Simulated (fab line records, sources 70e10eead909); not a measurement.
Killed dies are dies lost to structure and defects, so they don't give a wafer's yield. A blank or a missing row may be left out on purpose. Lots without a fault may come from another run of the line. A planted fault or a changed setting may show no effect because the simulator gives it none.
Which tool did it? | flow nand_harc | 22 lots, 66 wafers sampled, at 6 steps of a route of 1159

WHAT THE GAUGES READ, wafer by wafer
NHARC_A_M0_OVL_MEAS_10: pitch 160 nm. Usual: overlay_x_nm -0.4 nm, standard deviation 0.85; overlay_y_nm 0.3 nm, standard deviation 1.1.
lot  | measured     | on         | overlay_x_nm (nm) | overlay_y_nm (nm) | flag
L076 | day 17 20:31 | overlay-01 | -1.2 -0.3 -0.9    | 1.6 1.7 2.4       |
L074 | day 18 00:10 | overlay-02 | -1.5 -2.0 -1.4    | 0.9 0.5 0.3       |
L077 | day 18 04:55 | overlay-02 | 1.0 1.0 0.7       | 1.1 1.3 1.0       |
L078 | day 18 05:06 | overlay-01 | -1.3 -0.9 -0.9    | 0.7 0.3 0.5       |
L080 | day 18 18:29 | overlay-02 | -0.9 -0.8 -0.3    | -1.0 -1.2 -1.0    |
L079 | day 18 21:58 | overlay-02 | 0.7 1.3 1.1       | -0.7 -0.5 -1.0    |
L081 | day 18 22:32 | overlay-02 | 0.4 0.5 0.3       | -1.0 -1.3 -0.9    |
L082 | day 19 18:10 | overlay-01 | -1.0 -0.8 -0.1    | -0.7 -0.6 -1.3    |
L083 | day 19 18:55 | overlay-01 | -0.8 -1.3 -0.8    | -0.6 -1.3 -1.8    |
L084 | day 19 20:47 | overlay-02 | -0.9 -0.8 -0.9    | 0.4 0.1 0.2       |
L087 | day 20 07:57 | overlay-02 | 0.8 0.4 0.6       | 0.1 0.5 0.7       |
L088 | day 20 20:34 | overlay-01 | -1.3 -1.8 -1.1    | 1.1 0.8 1.2       |
L086 | day 20 23:19 | overlay-01 | 1.1 0.0 0.6       | 1.9 2.5 2.1       |
L089 | day 21 00:37 | overlay-01 | -1.8 -1.6 -1.8    | 0.4 0.1 0.5       |
L085 | day 21 01:04 | overlay-01 | 1.1 0.6 0.6       | -1.5 -1.0 -0.9    |
L092 | day 21 14:59 | overlay-02 | 0.6 0.4 0.3       | 1.2 1.6 1.8       |
L091 | day 21 23:19 | overlay-02 | -0.5 -1.1 -0.8    | -0.5 -0.6 -0.5    |
L090 | day 22 07:27 | overlay-01 | 0.3 -0.3 -0.3     | 1.4 0.7 1.2       |
L093 | day 22 08:19 | overlay-01 | -1.4 -1.1 -0.5    | 1.8 1.5 1.6       |
L095 | day 22 20:50 | overlay-02 | 0.4 -0.2 -0.1     | 0.3 -0.3 0.2      |
L096 | day 23 08:46 | overlay-01 | -0.4 -0.3 -0.4    | -1.7 -1.7 -1.4    |
L094 | day 23 12:41 | overlay-02 | 0.0 0.3 -0.3      | 1.4 0.4 0.6       |

WHICH TOOL RAN EACH LOT (tool, then ch and the chambers of the sampled wafers, then the start)
lot  | NHARC_A_CONTACT_STRIP_82                      | NHARC_A_CONTACT_ETCH_137             | NHARC_A_CONTACT_ETCH_92            | NHARC_A_CONTACT_ETCH_110           | NHARC_A_CONTACT_CVD_19
L076 | rie_diel-13 ch 0,1,2, day 17 00:39 or earlier | har_cap_etch-03 ch 0,1, day 17 00:39 | rie_diel-02 ch 1,2,3, day 17 01:20 | rie_diel-05 ch 0,2, day 17 01:50   | cvd_w-01 ch 0,1, day 17 20:31 or earlier
L074 | rie_diel-13 ch 0,1,2, day 17 03:49 or earlier | har_cap_etch-02 ch 0,1, day 17 03:49 | rie_diel-02 ch 1,2,3, day 17 04:26 | rie_diel-02 ch 1,2,3, day 17 04:57 | cvd_w-02 ch 0,1, day 18 00:10 or earlier
L077 | rie_diel-05 ch 0,1,2, day 17 08:13 or earlier | har_cap_etch-02 ch 0,1, day 17 08:13 | rie_diel-13 ch 1,2,3, day 17 08:53 | rie_diel-13 ch 0,1,3, day 17 09:23 | cvd_w-01 ch 0,1, day 18 04:55 or earlier
L078 | rie_diel-05 ch 0,1,2, day 17 11:13 or earlier | har_cap_etch-01 ch 0,1, day 17 11:13 | rie_diel-05 ch 0,1,3, day 17 11:51 | rie_diel-05 ch 1,2,3, day 17 12:22 | cvd_w-01 ch 0,1, day 18 05:06 or earlier
L080 | rie_diel-02 ch 1,2,3, day 18 10:38 or earlier | har_cap_etch-01 ch 0, day 18 10:38   | rie_diel-02 ch 0,1, day 18 11:17   | rie_diel-02 ch 0,2,3, day 18 11:47 | cvd_w-02 ch 0,1, day 18 18:29 or earlier
L079 | rie_diel-05 ch 0,1, day 18 11:29 or earlier   | har_cap_etch-03 ch 0,1, day 18 11:29 | rie_diel-13 ch 0,1,2, day 18 12:08 | rie_diel-13 ch 0,1, day 18 12:38   | cvd_w-02 ch 0,1, day 18 21:58 or earlier
L081 | rie_diel-05 ch 1,2,3, day 18 13:11 or earlier | har_cap_etch-01 ch 0,1, day 18 13:11 | rie_diel-13 ch 0,1,2, day 18 13:50 | rie_diel-13 ch 0,1,2, day 18 14:20 | cvd_w-02 ch 0,1, day 18 22:32 or earlier
L082 | rie_diel-13 ch 0,1,2, day 19 01:26 or earlier | har_cap_etch-02 ch 0,1, day 19 01:26 | rie_diel-02 ch 0,2,3, day 19 02:06 | rie_diel-02 ch 0,2,3, day 19 02:43 | cvd_w-01 ch 0,1, day 19 18:10 or earlier
L083 | rie_diel-05 ch 2,3, day 19 02:58 or earlier   | har_cap_etch-03 ch 0,1, day 19 02:58 | rie_diel-02 ch 2,3, day 19 03:47   | rie_diel-02 ch 0,3, day 19 04:22   | cvd_w-01 ch 0,1, day 19 18:55 or earlier
L084 | rie_diel-05 ch 0,2, day 19 11:56 or earlier   | har_cap_etch-02 ch 0,1, day 19 11:56 | rie_diel-13 ch 0,2, day 19 12:33   | rie_diel-13 ch 1,2, day 19 13:08   | cvd_w-01 ch 0,1, day 19 20:47 or earlier
L087 | rie_diel-05 ch 0,1,2, day 19 17:21 or earlier | har_cap_etch-02 ch 0,1, day 19 17:21 | rie_diel-05 ch 0,2,3, day 19 18:01 | rie_diel-05 ch 0,2,3, day 19 18:37 | cvd_w-01 ch 1, day 20 07:57 or earlier
L088 | rie_diel-05 ch 1,2,3, day 19 22:35 or earlier | har_cap_etch-02 ch 0,1, day 19 22:35 | rie_diel-05 ch 0,2,3, day 19 23:29 | rie_diel-05 ch 0,1,2, day 20 00:01 | cvd_w-01 ch 1, day 20 20:34 or earlier
L086 | rie_diel-02 ch 0,1, day 20 07:37 or earlier   | har_cap_etch-03 ch 1, day 20 07:37   | rie_diel-05 ch 1,3, day 20 08:16   | rie_diel-05 ch 2,3, day 20 08:47   | cvd_w-01 ch 0,1, day 20 23:19 or earlier
L089 | rie_diel-05 ch 2,3, day 20 08:36 or earlier   | har_cap_etch-02 ch 0,1, day 20 08:36 | rie_diel-13 ch 0,1,3, day 20 09:13 | rie_diel-13 ch 1,2, day 20 09:46   | cvd_w-01 ch 0,1, day 21 00:37 or earlier
L085 | rie_diel-05 ch 0,2, day 20 09:41 or earlier   | har_cap_etch-03 ch 0,1, day 20 09:41 | rie_diel-13 ch 2,3, day 20 10:18   | rie_diel-05 ch 0,2,3, day 20 10:49 | cvd_w-01 ch 0,1, day 21 01:04 or earlier
L092 | rie_diel-05 ch 1,2,3, day 20 23:46 or earlier | har_cap_etch-03 ch 0, day 20 23:46   | rie_diel-13 ch 2,3, day 21 00:26   | rie_diel-05 ch 0,1,2, day 21 00:56 | cvd_w-02 ch 1, day 21 14:59 or earlier
L091 | rie_diel-05 ch 0,1,3, day 21 04:37 or earlier | har_cap_etch-01 ch 0,1, day 21 04:37 | rie_diel-05 ch 0,1,2, day 21 05:16 | rie_diel-02 ch 0,2,3, day 21 05:47 | cvd_w-02 ch 0,1, day 21 23:19 or earlier
L090 | rie_diel-05 ch 0,1, day 21 05:46 or earlier   | har_cap_etch-03 ch 0,1, day 21 05:46 | rie_diel-05 ch 0,1,3, day 21 06:24 | rie_diel-02 ch 1,2, day 21 07:24   | cvd_w-02 ch 0,1, day 22 07:27 or earlier
L093 | rie_diel-02 ch 0,1,2, day 21 15:20 or earlier | har_cap_etch-01 ch 0, day 21 15:20   | rie_diel-05 ch 0,1,3, day 21 16:01 | rie_diel-05 ch 0,2,3, day 21 17:00 | cvd_w-01 ch 0,1, day 22 08:19 or earlier
L095 | rie_diel-05 ch 0,1,3, day 22 12:32 or earlier | har_cap_etch-02 ch 0,1, day 22 12:32 | rie_diel-02 ch 1,2, day 22 13:10   | rie_diel-02 ch 0,3, day 22 13:41   | cvd_w-01 ch 0,1, day 22 20:50 or earlier
L096 | rie_diel-05 ch 0,3, day 22 17:34 or earlier   | har_cap_etch-03 ch 0,1, day 22 17:34 | rie_diel-02 ch 0,1,2, day 22 18:12 | rie_diel-13 ch 1,3, day 22 18:44   | cvd_w-01 ch 0,1, day 23 08:46 or earlier
L094 | rie_diel-05 ch 1,2,3, day 22 20:48 or earlier | har_cap_etch-03 ch 0,1, day 22 20:48 | rie_diel-02 ch 0,3, day 22 21:27   | rie_diel-02 ch 0,1,2, day 22 22:00 | cvd_w-02 ch 0,1, day 23 12:41 or earlier
- NHARC_A_CONTACT_STRIP_82: strips in O2.
- NHARC_A_CONTACT_ETCH_137: etches the open film in C4F8/O2/Ar, time 132 s, target depth 1287 nm.
- NHARC_A_CONTACT_ETCH_92: etches the open film in CH3F/O2, target depth 40 nm, time 85.7 s.
- NHARC_A_CONTACT_ETCH_110: etches the open film in CF4/O2, target depth 50 nm, overetch 5 nm, time 27.5 s.
- NHARC_A_CONTACT_CVD_19: deposits W, target thk 300 nm, time 802 s.

WHAT THE TOOLS THEMSELVES READ (means of the sampled wafers that have a number; where no wafer has one, the mark that the record gives instead)
NHARC_A_CONTACT_STRIP_82. Usual: drypump_motor_current_A 5.8 A, standard deviation 0.47; mfc_ar_sccm 0.006 sccm, standard deviation 0.0087; oes_product_au 0.998 a.u., standard deviation 0.01; rf_vpp_V 57.5 V, standard deviation 0.94; showerhead_plenum_p_Torr 3.43 Torr, standard deviation 0.14; throttle_valve_pct 17.035 %, standard deviation 0.0093.
lot  | tool        | drypump_motor_current_A (A) | mfc_ar_sccm (sccm) | oes_product_au (a.u.) | rf_vpp_V (V) | showerhead_plenum_p_Torr (Torr) | throttle_valve_pct (%) | flag
L076 | rie_diel-13 | 5.5                         | 0.011              | 1.001                 | 57.3         | 3.42                            | 17.032                 |
L074 | rie_diel-13 | 5.5                         | 0.011              | 1.003                 | 57.3         | 3.42                            | 17.033                 |
L077 | rie_diel-05 | 5.9                         | 0.001              | 0.997                 | 57.6         | 3.33                            | 17.033                 |
L078 | rie_diel-05 | 5.9                         | 0.001              | 0.998                 | 57.4         | 3.33                            | 17.034                 |
L080 | rie_diel-02 | 5.8                         | 0.000              | 1.004                 | 58.7         | 3.58                            | 17.025                 |
L079 | rie_diel-05 | 5.7                         | 0.000              | 1.003                 | 56.5         | 3.31                            | 17.039                 |
L081 | rie_diel-05 | 5.9                         | 0.008              | 0.987                 | 57.6         | 3.45                            | 17.032                 |
L082 | rie_diel-13 | 5.5                         | 0.011              | 0.994                 | 56.8         | 3.41                            | 17.036                 |
L083 | rie_diel-05 | 6.4                         | 0.009              | 0.996                 | 57.1         | 3.46                            | 17.029                 |
L084 | rie_diel-05 | 6.1                         | 0.001              | 0.999                 | 57.2         | 3.32                            | 17.042                 |
L087 | rie_diel-05 | 5.9                         | 0.001              | 0.997                 | 56.9         | 3.32                            | 17.033                 |
L088 | rie_diel-05 | 5.8                         | 0.008              | 1.001                 | 57.1         | 3.44                            | 17.037                 |
L086 | rie_diel-02 | 6.1                         | 0.003              | 0.998                 | 57.1         | 3.42                            | 17.037                 |
L089 | rie_diel-05 | 6.3                         | 0.009              | 0.995                 | 57.3         | 3.45                            | 17.043                 |
L085 | rie_diel-05 | 6.4                         | 0.003              | 1.001                 | 56.9         | 3.33                            | 17.040                 |
L092 | rie_diel-05 | 5.9                         | 0.008              | 0.994                 | 58.2         | 3.44                            | 17.026                 |
L091 | rie_diel-05 | 5.6                         | 0.006              | 0.998                 | 57.5         | 3.42                            | 17.034                 |
L090 | rie_diel-05 | 5.4                         | 0.000              | 1.001                 | 56.8         | 3.31                            | 17.030                 |
L093 | rie_diel-02 | 5.9                         | 0.003              | 1.005                 | 56.8         | 3.47                            | 17.031                 |
L095 | rie_diel-05 | 5.6                         | 0.006              | 0.994                 | 57.4         | 3.42                            | 17.044                 |
L096 | rie_diel-05 | 5.8                         | 0.013              | 0.992                 | 57.8         | 3.53                            | 17.036                 |
L094 | rie_diel-05 | 5.8                         | 0.008              | 1.000                 | 57.7         | 3.44                            | 17.041                 |

NHARC_A_CONTACT_ETCH_92. Usual: ch3f_flow_sccm 49.99 sccm, standard deviation 0.15; drypump_motor_current_A 5.7 A, standard deviation 0.42; mfc_ar_sccm 200.0 sccm, standard deviation 0.65; oes_product_au 0.96 a.u., standard deviation 0.037; rf_vpp_V 243.7 V, standard deviation 1.6; showerhead_plenum_p_Torr 2.42 Torr, standard deviation 0.1; throttle_valve_pct 20.664 %, standard deviation 0.0088.
lot  | tool        | ch3f_flow_sccm (sccm) | drypump_motor_current_A (A) | mfc_ar_sccm (sccm) | oes_product_au (a.u.) | rf_vpp_V (V) | showerhead_plenum_p_Torr (Torr) | throttle_valve_pct (%) | flag
L076 | rie_diel-02 | 49.89                 | 5.8                         | 200.4              | 1.01                  | 243.6        | 2.50                            | 20.669                 |
L074 | rie_diel-02 | 50.04                 | 5.8                         | 200.3              | 0.93                  | 245.9        | 2.50                            | 20.662                 |
L077 | rie_diel-13 | 49.97                 | 5.7                         | 200.2              | 0.93                  | 243.9        | 2.43                            | 20.667                 |
L078 | rie_diel-05 | 49.98                 | 5.6                         | 199.9              | 0.92                  | 242.8        | 2.39                            | 20.663                 |
L080 | rie_diel-02 | 49.94                 | 6.1                         | 200.4              | 0.92                  | 243.6        | 2.39                            | 20.666                 |
L079 | rie_diel-13 | 49.96                 | 5.5                         | 200.0              | 0.93                  | 243.0        | 2.38                            | 20.659                 |
L081 | rie_diel-13 | 49.94                 | 5.5                         | 200.5              | 0.92                  | 243.4        | 2.38                            | 20.658                 |
L082 | rie_diel-02 | 50.02                 | 5.9                         | 199.8              | 0.94                  | 244.3        | 2.44                            | 20.664                 |
L083 | rie_diel-02 | 49.95                 | 5.6                         | 199.6              | 0.94                  | 245.3        | 2.53                            | 20.671                 |
L084 | rie_diel-13 | 50.07                 | 5.3                         | 200.4              | 0.99                  | 242.2        | 2.33                            | 20.656                 |
L087 | rie_diel-05 | 50.05                 | 6.1                         | 200.3              | 0.93                  | 243.2        | 2.39                            | 20.659                 |
L088 | rie_diel-05 | 50.01                 | 6.0                         | 199.8              | 0.91                  | 242.9        | 2.39                            | 20.663                 |
L086 | rie_diel-05 | 50.03                 | 5.5                         | 199.9              | 0.99                  | 245.5        | 2.47                            | 20.657                 |
L089 | rie_diel-13 | 50.02                 | 5.5                         | 200.1              | 1.01                  | 244.1        | 2.41                            | 20.648                 |
L085 | rie_diel-13 | 50.22                 | 5.7                         | 199.4              | 0.99                  | 244.2        | 2.43                            | 20.664                 |
L092 | rie_diel-13 | 49.96                 | 5.7                         | 200.2              | 0.92                  | 242.8        | 2.38                            | 20.663                 |
L091 | rie_diel-05 | 49.90                 | 5.9                         | 199.3              | 0.94                  | 242.0        | 2.31                            | 20.660                 |
L090 | rie_diel-05 | 49.95                 | 5.6                         | 199.9              | 0.92                  | 243.3        | 2.38                            | 20.672                 |
L093 | rie_diel-05 | 50.06                 | 5.6                         | 200.0              | 0.99                  | 243.2        | 2.38                            | 20.664                 |
L095 | rie_diel-02 | 49.94                 | 5.6                         | 199.8              | 1.01                  | 244.3        | 2.50                            | 20.667                 |
L096 | rie_diel-02 | 49.99                 | 5.9                         | 200.0              | 0.93                  | 244.7        | 2.54                            | 20.657                 |
L094 | rie_diel-02 | 50.12                 | 6.0                         | 200.3              | 1.01                  | 245.4        | 2.54                            | 20.667                 |

NHARC_A_CONTACT_ETCH_110. Usual: drypump_motor_current_A 5.8 A, standard deviation 0.43; mfc_ar_sccm 0.005 sccm, standard deviation 0.0091; oes_f_703_au 1.000 a.u., standard deviation 0.0051; oes_product_au 1.002 a.u., standard deviation 0.011; rf_vpp_V 197.2 V, standard deviation 1.6; showerhead_plenum_p_Torr 1.31 Torr, standard deviation 0.056; throttle_valve_pct 13.398 %, standard deviation 0.0096.
lot  | tool        | drypump_motor_current_A (A) | mfc_ar_sccm (sccm) | oes_f_703_au (a.u.) | oes_product_au (a.u.) | rf_vpp_V (V) | showerhead_plenum_p_Torr (Torr) | throttle_valve_pct (%) | flag
L076 | rie_diel-05 | 6.4                         | 0.003              | 1.006               | 1.007                 | 196.4        | 1.26                            | 13.392                 |
L074 | rie_diel-02 | 5.8                         | 0.000              | 0.999               | 1.011                 | 199.2        | 1.36                            | 13.393                 |
L077 | rie_diel-13 | 5.5                         | 0.010              | 0.998               | 1.002                 | 197.8        | 1.32                            | 13.393                 |
L078 | rie_diel-05 | 5.8                         | 0.008              | 1.001               | 0.997                 | 197.0        | 1.30                            | 13.392                 |
L080 | rie_diel-02 | 5.9                         | 0.003              | 1.003               | 1.014                 | 197.1        | 1.33                            | 13.398                 |
L079 | rie_diel-13 | 5.4                         | 0.020              | 1.006               | 1.004                 | 197.6        | 1.31                            | 13.393                 |
L081 | rie_diel-13 | 5.5                         | 0.011              | 1.002               | 1.000                 | 197.0        | 1.29                            | 13.390                 |
L082 | rie_diel-02 | 5.9                         | 0.003              | 1.002               | 1.018                 | 197.4        | 1.33                            | 13.407                 |
L083 | rie_diel-02 | 6.1                         | 0.003              | 1.001               | 1.018                 | 197.3        | 1.31                            | 13.404                 |
L084 | rie_diel-13 | 5.7                         | 0.011              | 1.003               | 0.993                 | 196.2        | 1.29                            | 13.392                 |
L087 | rie_diel-05 | 6.1                         | 0.008              | 0.999               | 0.997                 | 196.8        | 1.30                            | 13.396                 |
L088 | rie_diel-05 | 5.9                         | 0.001              | 0.999               | 1.005                 | 195.6        | 1.25                            | 13.389                 |
L086 | rie_diel-05 | 6.3                         | 0.009              | 1.002               | 0.993                 | 196.6        | 1.30                            | 13.397                 |
L089 | rie_diel-13 | 5.6                         | 0.011              | 1.000               | 0.996                 | 196.2        | 1.29                            | 13.394                 |
L085 | rie_diel-05 | 6.0                         | 0.008              | 0.999               | 1.000                 | 196.6        | 1.29                            | 13.389                 |
L092 | rie_diel-05 | 5.9                         | 0.001              | 1.000               | 1.001                 | 196.0        | 1.25                            | 13.408                 |
L091 | rie_diel-02 | 5.9                         | 0.003              | 0.999               | 1.016                 | 198.4        | 1.32                            | 13.406                 |
L090 | rie_diel-02 | 5.8                         | 0.000              | 1.002               | 0.993                 | 199.6        | 1.34                            | 13.404                 |
L093 | rie_diel-05 | 6.0                         | 0.008              | 1.003               | 0.999                 | 196.4        | 1.29                            | 13.411                 |
L095 | rie_diel-02 | 6.0                         | 0.003              | 1.001               | 1.011                 | 198.5        | 1.38                            | 13.399                 |
L096 | rie_diel-13 | 5.7                         | 0.010              | 0.998               | 0.994                 | 196.4        | 1.33                            | 13.389                 |
L094 | rie_diel-02 | 5.9                         | 0.003              | 0.999               | 1.002                 | 199.0        | 1.38                            | 13.392                 |

NHARC_A_CONTACT_CVD_19. Usual: heater_power_w 472 W, standard deviation 27; mfc_ar_sccm 1560 sccm, standard deviation 4.9; throttle_valve_pct 8.2 %, standard deviation 0.37.
lot  | tool     | heater_power_w (W) | mfc_ar_sccm (sccm) | throttle_valve_pct (%) | flag
L076 | cvd_w-01 | 465                | 1559               | 8.1                    |
L074 | cvd_w-02 | 460                | 1559               | 8.4                    |
L077 | cvd_w-01 | 466                | 1563               | 7.8                    |
L078 | cvd_w-01 | 471                | 1561               | 7.9                    |
L080 | cvd_w-02 | 461                | 1563               | 8.5                    |
L079 | cvd_w-02 | 451                | 1559               | 8.5                    |
L081 | cvd_w-02 | 475                | 1559               | 8.3                    |
L082 | cvd_w-01 | 472                | 1560               | 7.9                    |
L083 | cvd_w-01 | 480                | 1557               | 7.9                    |
L084 | cvd_w-01 | 475                | 1555               | 7.9                    |
L087 | cvd_w-01 | 460                | 1565               | 8.3                    |
L088 | cvd_w-01 | 462                | 1562               | 8.3                    |
L086 | cvd_w-01 | 481                | 1566               | 8.0                    |
L089 | cvd_w-01 | 479                | 1559               | 7.9                    |
L085 | cvd_w-01 | 466                | 1565               | 8.3                    |
L092 | cvd_w-02 | 507                | 1561               | 8.3                    |
L091 | cvd_w-02 | 482                | 1552               | 8.5                    |
L090 | cvd_w-02 | 484                | 1557               | 8.2                    |
L093 | cvd_w-01 | 485                | 1559               | 7.8                    |
L095 | cvd_w-01 | 478                | 1560               | 8.2                    |
L096 | cvd_w-01 | 483                | 1565               | 7.9                    |
L094 | cvd_w-02 | 459                | 1557               | 8.6                    |

THE ANSWER, worked out from the rows above alone
Rule: a lot is off if the mean of its wafers that have a number lies more than 3 standard deviations from the usual mean. A lot without any number at a reading at which 4 lots or more have one is off too. The other lots that the step has rows for count as sound. The gauges are gone through in route order, then the tools' own readings, and for those a lot's mean is taken as printed above. The first step at which some lot is off is used, and at that step the reading that is off furthest; a lot without a number counts as furthest.
No lot is off at any reading shown: from this, nothing can be told.

WHAT THE SIMULATOR HAD PUT IN
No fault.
